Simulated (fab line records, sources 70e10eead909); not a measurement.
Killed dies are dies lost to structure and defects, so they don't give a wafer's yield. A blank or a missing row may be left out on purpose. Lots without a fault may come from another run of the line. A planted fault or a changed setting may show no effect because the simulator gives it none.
A struck lot beside a sound one | flow nand_harc | 15 steps out of a route of 1302
Sound: wafers L916.1, L916.4, L916.5. Struck: wafers L920.1, L920.4, L920.6. The cause comes at the end.
At each step with rows: each side's tool, then ch and its chambers, then its first start. Under that, the readings that differ: sound wafers | struck wafers | difference of the means | sigmas: that difference in standard deviations of wafers without a fault.
alike: readings whose means differ by less than 2 such deviations, and words and numbers that are the same on both sides. not compared: withheld readings, readings that some wafer has no value for, bounds like >300 that may hide the same value, and numbers for which the record gives no deviation and whose values overlap.
The two part at a step that has a row with sigmas, a row that says differs or no value, or rows on one side only. Numbers that don't overlap but have no deviation are shown without sigmas and don't part them. A reading that every wafer of one side lacks parts them only if that side has two wafers or more.

NHARC_P_M1_DESCUM_14: chemistry O2, time 3 s.
  sound on rie_diel-09 ch 1,3, day 10 19:31; struck on rie_diel-05 ch 0,2, day 12 12:02
  alike: drypump_motor_current_A, oes_product_au, rf_vpp_V, showerhead_plenum_p_Torr, throttle_valve_pct
  not compared: rf_hours_counter_h
NHARC_P_M1_ETCH_35: etches the open film in N2/H2, target depth 40 nm, overetch 12 nm, time 43.94 s.
  sound on rie_diel-09 ch 0,3, day 10 19:37; struck on rie_diel-05 ch 0,1,3, day 12 12:07
  alike: bias_w, drypump_motor_current_A, oes_product_au, rf_vpp_V, showerhead_plenum_p_Torr, throttle_valve_pct
  not compared: rf_hours_counter_h
then, 1 step without rows for these wafers: NHARC_P_M1_ETCH_15 (etches the open film in C4F8/Ar, target depth 182.5 nm, time 91.2 s).
NHARC_P_M1_CD_MEAS_16:
  sound on cd_sem-03, day 10 19:49; struck on cd_sem-02, day 12 12:19
  alike: cd_nm
then, 1 step without rows for these wafers: NHARC_P_M1_STRIP_18 (strips in N2/H2).
NHARC_P_M1_ETCH_28: etches the open film in CF4/N2, target depth 30 nm, time 72.99 s.
  sound on rie_diel-09 ch 0,1,3; struck on rie_diel-09 ch 0,1,2
  alike: bias_w, drypump_motor_current_A, oes_product_au, rf_vpp_V, showerhead_plenum_p_Torr, throttle_valve_pct
  not compared: rf_hours_counter_h
then, 1 step without rows for these wafers: NHARC_P_M1_STRIP_19 (strips in post etch residue remover, time 600 s).
NHARC_P_M1_DEGAS_29: time 60 s.
  sound on pvd_sputter-01, day 10 20:34; struck on pvd_sputter-01, day 12 13:02
  alike: heater_power_w
then, 1 step without rows for these wafers: NHARC_P_M1_PRE_CLEAN_30 (time 30 s).
NHARC_P_M1_PVD_20: deposits TaN, target thk 5 nm, time 8.06 s.
  sound on pvd_sputter-01; struck on pvd_sputter-01
  alike: bias_v, substrate_temp_c, throttle_valve_pct
then, 2 steps without rows for these wafers: NHARC_P_M1_PVD_21 (deposits Cu, target thk 30 nm, time 20.49 s); NHARC_P_M1_ECD_22 (material Cu, target thk 400 nm).
NHARC_P_M1_ANNEAL_31: time 90 s.
  sound on rtp_anneal-01 ch 0, day 10 21:17; struck on rtp_anneal-02, day 12 13:46
  no value came back on the struck wafers for anneal_temp_c (C), anneal_temp_c_max, wafer_temp_C_max; on the sound wafers anneal_temp_c (C) reads 225.28 225.06 225.15
then, 1 step without rows for these wafers: NHARC_P_M1_CMP_23 (polishes, t overpolish 20 s, target thk 157.82 nm).
-- the record jumps here: 18 days lie between the struck wafers' starts before and after (it left off in module P_M1 and takes up again in module END, whose first step shown is number 1302 of the route) --
NHARC_END_SORT_01:
  the record has rows for the struck wafers here (prober-01 ch 0, day 30 12:36) and none for the sound ones

WHERE THEY PART
First at NHARC_P_M1_ANNEAL_31; last, within this record, at NHARC_END_SORT_01.

WHY: what the simulator had put in
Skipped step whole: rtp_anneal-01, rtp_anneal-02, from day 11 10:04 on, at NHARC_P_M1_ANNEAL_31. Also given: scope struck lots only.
